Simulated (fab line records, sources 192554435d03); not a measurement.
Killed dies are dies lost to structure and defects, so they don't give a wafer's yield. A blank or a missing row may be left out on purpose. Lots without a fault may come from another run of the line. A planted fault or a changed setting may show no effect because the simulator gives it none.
Which tool did it? | flow n5_finfet | 8 lots, 24 wafers sampled, at 5 steps of a route of 1938

WHAT THE GAUGES READ, wafer by wafer
N5_SD_ACTIVATION_RS_MEAS_03: measures by four-point-probe.
lot  | measured    | on            | RS_SD_N (ohm/sq)
L286 | day 5 00:35 | film_metro-02 | 21.8 22.3 22.2
L288 | day 5 11:41 | film_metro-02 | 22.4 22.5 22.6
L290 | day 5 22:37 | film_metro-02 | 21.6 21.7 22.0
L294 | day 6 21:13 | film_metro-02 | 25.1 25.4 25.8
L296 | day 7 09:49 | film_metro-01 | 24.9 24.8 25.0
L299 | day 8 04:35 | film_metro-02 | 21.5 22.0 21.8
L301 | day 8 22:10 | film_metro-01 | 21.7 21.4 21.7
L303 | day 9 11:10 | film_metro-02 | 21.9 21.8 21.9

WHICH TOOL RAN EACH LOT (tool, then ch and the chambers of the sampled wafers, then the start)
lot  | N5_SD_EPI_N_ETCHBACK_44           | N5_SD_EPI_N_ETCH_16               | N5_SD_EPI_P_STRIP_40                | N5_SD_ACTIVATION_LSA_01
L286 | rie_diel-01 ch 1,2,3, day 4 15:19 | rie_diel-01 ch 1,2,3, day 4 15:31 | plasma_asher-01 ch 0,1, day 4 20:26 | laser_anneal-01 ch 0, day 5 00:23
L288 | rie_diel-01 ch 0,1,2, day 5 01:46 | rie_diel-01 ch 0,1,2, day 5 01:58 | plasma_asher-01 ch 0,1, day 5 08:22 | laser_anneal-01 ch 0, day 5 11:30
L290 | rie_diel-05 ch 0,1,2, day 5 12:46 | rie_diel-05 ch 0,1,2, day 5 12:58 | plasma_asher-01 ch 0,1, day 5 19:16 | laser_anneal-01 ch 0, day 5 22:26
L294 | rie_diel-04 ch 0,1,2, day 6 12:59 | rie_diel-04 ch 0,1,2, day 6 13:11 | plasma_asher-01 ch 0,1, day 6 17:53 | laser_anneal-01 ch 0, day 6 20:59
L296 | rie_diel-04 ch 0,2,3, day 7 01:34 | rie_diel-04 ch 0,2,3, day 7 01:46 | plasma_asher-01 ch 0, day 7 06:25   | laser_anneal-01 ch 0, day 7 09:36
L299 | rie_diel-04 ch 1,2,3, day 7 20:13 | rie_diel-04 ch 1,2,3, day 7 20:25 | plasma_asher-01 ch 0,1, day 8 01:15 | laser_anneal-02 ch 0, day 8 04:25
L301 | rie_diel-05 ch 0,2,3, day 8 11:44 | rie_diel-05 ch 0,2,3, day 8 11:54 | plasma_asher-02 ch 0,1, day 8 18:47 | laser_anneal-02 ch 0, day 8 21:59
L303 | rie_diel-05 ch 0,1,3, day 8 18:08 | rie_diel-05 ch 0,1,3, day 8 18:20 | plasma_asher-01 ch 0,1, day 9 07:00 | laser_anneal-02 ch 0, day 9 10:58
- N5_SD_EPI_N_ETCHBACK_44: etches SiNx in CH3F/O2, stops on SiO2, target depth 14.5 nm.
- N5_SD_EPI_N_ETCH_16: etches SiO2 in CHF3/O2, target depth 5 nm.
- N5_SD_EPI_P_STRIP_40: strips in N2/H2.
- N5_SD_ACTIVATION_LSA_01: time 0.0008 s.

THE ANSWER, worked out from the rows above alone
Rule: what is usual is taken from the lots themselves. Put in order of their means at a reading, lots are off if they are a third of the lots or fewer, leave a main group of 4 or more, and stand apart from it by a gap of 3 or more times the standard deviation of the main group's means; of several such gaps the widest counts. A main group whose means are all the same, to the digits that the tables above print for the reading, isn't used. A lot without any number at a reading at which 4 lots or more have one is off too. The other lots that the step has rows for count as sound.
Off: L294, L296, at N5_SD_ACTIVATION_RS_MEAS_03 (RS_SD_N). The main group: mean 21.9 ohm/sq, standard deviation 0.29.
A tool fits if, at a process step before that reading, it ran every lot that is off, and no sound lot after the first of them. The gauges at N5_SD_ACTIVATION_RS_MEAS_03 are tried like those tools. One fits: laser_anneal-01 at N5_SD_ACTIVATION_LSA_01. Its last sound lot is L290 (day 5 22:26), its first lot that is off L294 (day 6 20:59): a fault that began between those two fits.

WHAT THE SIMULATOR HAD PUT IN
Process parameter drift: laser_anneal-01, from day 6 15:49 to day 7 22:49, at N5_SD_ACTIVATION_LSA_01. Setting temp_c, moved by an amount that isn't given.
Lots struck among those shown: L294, L296. The rule above found the same.
